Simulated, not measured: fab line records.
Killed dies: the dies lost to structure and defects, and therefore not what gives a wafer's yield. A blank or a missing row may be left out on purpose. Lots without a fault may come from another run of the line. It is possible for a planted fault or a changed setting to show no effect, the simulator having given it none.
Comparing a struck lot with a sound one	flow nandHarc	15 steps out of a route of 1159
Sound: wafers L781.1, L781.2, L781.6. Struck: wafers L790.3, L790.5 (left out: L790.6, a lot-mate that was not struck); the cause follows at the end.
Each step with rows lists, per side, the tool, then ch with its chambers, then its first start. Under that, the readings that differ: sound wafers	struck wafers	difference of the means	sigmas: that difference in standard deviations of wafers without a fault.
alike: words and numbers the same on both sides, and readings whose means are apart by under 2 such deviations; not compared: readings that were withheld, readings missing a value for some wafer, numbers with overlapping values and no deviation given by the record, and bounds like >300 which may hide the same value.
Wherever a step has rows on one side only, a row that says differs or no value, or a row with sigmas, the two part there. Non-overlapping numbers with no deviation appear without sigmas and do not part them. A reading missing from all wafers of one side parts the sides only when that side holds two or more wafers.

NHARC_A_CHANNEL_HOLE_D1_STRIP_27: strips in O2.
  sound: rieDiel-07 ch 1,2,3; struck: rieDiel-04 ch 0,1
  alike: drypumpMotorCurrentA, oesProductAu, rfVppV, showerheadPlenumPTorr, throttleValvePct
  not compared: rfHoursCounterH
then, 2 steps without rows for these wafers: NHARC_A_CHANNEL_HOLE_D1_PRECLEAN_28 (cleans in SC1); NHARC_A_CHANNEL_HOLE_D1_SRD_29.
NHARC_A_CHANNEL_HOLE_D1_CD_MEAS_30:
  struck on cdSem-03, day 11 19:25; sound on cdSem-01, day 9 03:53
  alike: cdNm
NHARC_A_CHANNEL_HOLE_D1_XSEM_31:
  sound on xsem-01 ch 0, day 9 03:58; struck on xsem-02 ch 0, day 11 19:31
reading	sound	struck	difference	sigmas
bowNm (nm)	8.26 8.23 8.31	8.76 8.89	+0.56	+2
  alike: botCdNm, tiltDeg
NHARC_A_CHANNEL_HOLE_D1_INSPECT_40:
  struck on defectInspect-02, day 11 19:36; sound on defectInspect-01, day 9 04:04
  alike: rawDefectCount
then, 2 steps without rows for these wafers: NHARC_A_CHANNEL_FILL_D1_PRECLEAN_00 (cleans in SC1); NHARC_A_CHANNEL_FILL_D1_SRD_01.
NHARC_A_CHANNEL_FILL_D1_ALD_02: deposits SiO2, target thk 6 nm, pulse time 10 s, ald cycles 60.
  sound on aldHk-02 ch 0,2, day 9 09:01; struck on aldHk-04 ch 2,3, day 11 20:14
  alike: heaterPowerW, precursorPulseHeightRel
  not compared: aldCycles
then, 1 step without rows for these wafers: NHARC_A_CHANNEL_FILL_D1_ALD_03 (deposits SiNx, target thk 6 nm, pulse time 60 s, ald cycles 58).
NHARC_A_CHANNEL_FILL_D1_ALD_14: deposits SiO2, target thk 2.5 nm, pulse time 10 s, ald cycles 25.
  sound on aldHk-04 ch 1,2,3, day 9 16:26; struck on aldHk-01 ch 1, day 12 03:14
  alike: heaterPowerW, precursorPulseHeightRel
  not compared: aldCycles
NHARC_A_CHANNEL_FILL_D1_ALD_15: deposits SiNx, target thk 2 nm, pulse time 60 s, ald cycles 19.
  sound on aldSinBatch-01 ch 0, day 9 19:38; struck on aldSinBatch-02 ch 0
  alike: precursorPulseHeightRel
  not compared: aldCycles
NHARC_A_CHANNEL_FILL_D1_ALD_16: deposits SiO2, target thk 1.5 nm, pulse time 10 s, ald cycles 15.
  sound on aldHk-04 ch 0,1,3, day 9 21:55; struck on aldHk-01 ch 0,3, day 12 08:38
reading	sound	struck	difference	sigmas
aldCycles	15 15 15	19 19	+4	
  alike: heaterPowerW, precursorPulseHeightRel
then, 1 step without rows for these wafers: NHARC_A_CHANNEL_FILL_D1_ANNEAL_17 (time 1800 s).
-- the record jumps here: 11 days lie between the struck wafers' starts before and after (it left off in module A_CHANNEL_FILL_D1 and takes up again in module END, whose first step shown is number 1159 of the route) --
NHARC_END_SORT_01:
  sound on prober-01 ch 0, day 20 23:50; struck on prober-01 ch 0, day 23 00:20
  alike: killedAtArray, killedAtOther, killedAtPeriphery, killedDies, killedOpen, killedShort

## WHERE THEY PART
Only at NHARC_A_CHANNEL_HOLE_D1_XSEM_31, as far as this record shows. Later steps at which nothing parts them and some readings are alike: NHARC_A_CHANNEL_HOLE_D1_INSPECT_40, NHARC_A_CHANNEL_FILL_D1_ALD_02, NHARC_A_CHANNEL_FILL_D1_ALD_14, NHARC_A_CHANNEL_FILL_D1_ALD_15, NHARC_A_CHANNEL_FILL_D1_ALD_16, NHARC_END_SORT_01.

WHY: what the simulator had put in
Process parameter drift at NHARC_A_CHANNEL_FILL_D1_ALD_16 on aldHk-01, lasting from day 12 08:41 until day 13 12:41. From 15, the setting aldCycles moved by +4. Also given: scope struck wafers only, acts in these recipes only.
